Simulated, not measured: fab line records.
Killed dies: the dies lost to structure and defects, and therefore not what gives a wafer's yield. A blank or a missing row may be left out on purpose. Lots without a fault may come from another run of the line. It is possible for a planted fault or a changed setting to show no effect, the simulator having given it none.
Which of the tools did it? ; flow n5-finfet ; 12 lots with 36 wafers sampled at 3 steps, on a route of 1938 steps

== WHAT EACH GAUGE READ, for each wafer ==
N5_MIM_TOP_LITHO_CD_MEAS_08: the cd target is 2000 nm.
lot;measured;on;cd-nm (nm)
L602;day 11 13:56;cd-sem-01;1999.1 1997.9 1998.6
L605;day 12 20:49;cd-sem-03;2001.4 2000.7 2003.1
L606;day 13 18:47;cd-sem-03;2000.1 2001.7 1998.8
L610;day 14 10:25;cd-sem-01;1999.7 2001.9 1999.5
L612;day 15 06:29;cd-sem-01;1999.4 1998.8 1998.3
L614;day 15 18:46;cd-sem-03;2001.7 1999.6 2002.2
L613;day 15 21:25;cd-sem-01;1999.3 2000.7 2001.7
L616;day 15 22:53;cd-sem-02;1994.8 1996.1 1995.7
L617;day 15 23:25;cd-sem-02;2001.8 2000.8 2002.1
L620;day 16 19:02;cd-sem-01;1999.2 1999.0 1998.7
L622;day 16 23:02;cd-sem-02;2000.5 2000.4 2002.5
L621;day 17 05:22;cd-sem-01;2001.0 2001.6 2001.5

N5_MIM_TOP_LITHO_OVL_MEAS_11.
lot;measured;on;MIM_TOP_OVL (nm)
L602;day 11 13:58;overlay-01;-5 -5 1
L605;day 12 20:51;overlay-02;7 6 3
L606;day 13 18:49;overlay-02;13 16 13
L610;day 14 10:26;overlay-02;8 7 14
L612;day 15 06:31;overlay-02;9 -5 3
L614;day 15 18:47;overlay-02;6 5 5
L613;day 15 21:27;overlay-02;2 12 8
L616;day 15 22:55;overlay-02;-2 -1 -2
L617;day 15 23:27;overlay-02;0 3 7
L620;day 16 19:04;overlay-02;13 12 0
L622;day 16 23:04;overlay-01;4 -6 1
L621;day 17 05:23;overlay-02;-2 -5 -3

== WHICH TOOL RAN EACH LOT (tool, then ch and the chambers of the sampled wafers, then the start) ==
lot;N5_BEOL_M14_ECD_47
L602;ecd-cu-01 ch 0,1, day 11 01:46
L605;ecd-cu-02 ch 1, day 12 03:38
L606;ecd-cu-01 ch 0,1, day 12 16:59
L610;ecd-cu-02 ch 0,1, day 14 01:08
L612;ecd-cu-01 ch 0,1, day 14 20:10
L614;ecd-cu-01 ch 0,1, day 15 08:21
L613;ecd-cu-01 ch 0,1, day 15 10:51
L616;ecd-cu-01 ch 0,1, day 15 11:12
L617;ecd-cu-02 ch 0,1, day 15 11:37
L620;ecd-cu-01 ch 0,1, day 16 09:47
L622;ecd-cu-02 ch 0,1, day 16 10:05
L621;ecd-cu-02 ch 0,1, day 16 15:25
- N5_BEOL_M14_ECD_47: material Cu, target thk 1248 nm.

== AS READ BY THE TOOLS THEMSELVES (means over the sampled wafers that have a number; for cases with no such wafer, the mark the record gives instead) ==
The record holds no such reading with a usual standard deviation.

== THE ANSWER, worked out from the rows above alone ==
Rule: what is usual is taken from the lots themselves. Put in order of their means at a reading, lots are off if they are a third of the lots or fewer, leave a main group of 4 or more, and stand apart from it by a gap of 3 or more times the standard deviation of the main group's means; of several such gaps the widest counts. Not used: any main group whose means are identical at the precision the tables above print for the reading. Also off: a lot with no number at a reading for which 4 or more lots have one. All remaining lots with rows at the step are treated as sound. Order of review: gauges by route order, followed by the tools' own readings, for which a lot's mean as printed above is used. The first step at which some lot is off is used, and at that step the reading that is off furthest; a lot without a number counts as furthest.
No lot is off at any reading shown: from this, nothing can be told.

== WHAT THE SIMULATOR PUT IN ==
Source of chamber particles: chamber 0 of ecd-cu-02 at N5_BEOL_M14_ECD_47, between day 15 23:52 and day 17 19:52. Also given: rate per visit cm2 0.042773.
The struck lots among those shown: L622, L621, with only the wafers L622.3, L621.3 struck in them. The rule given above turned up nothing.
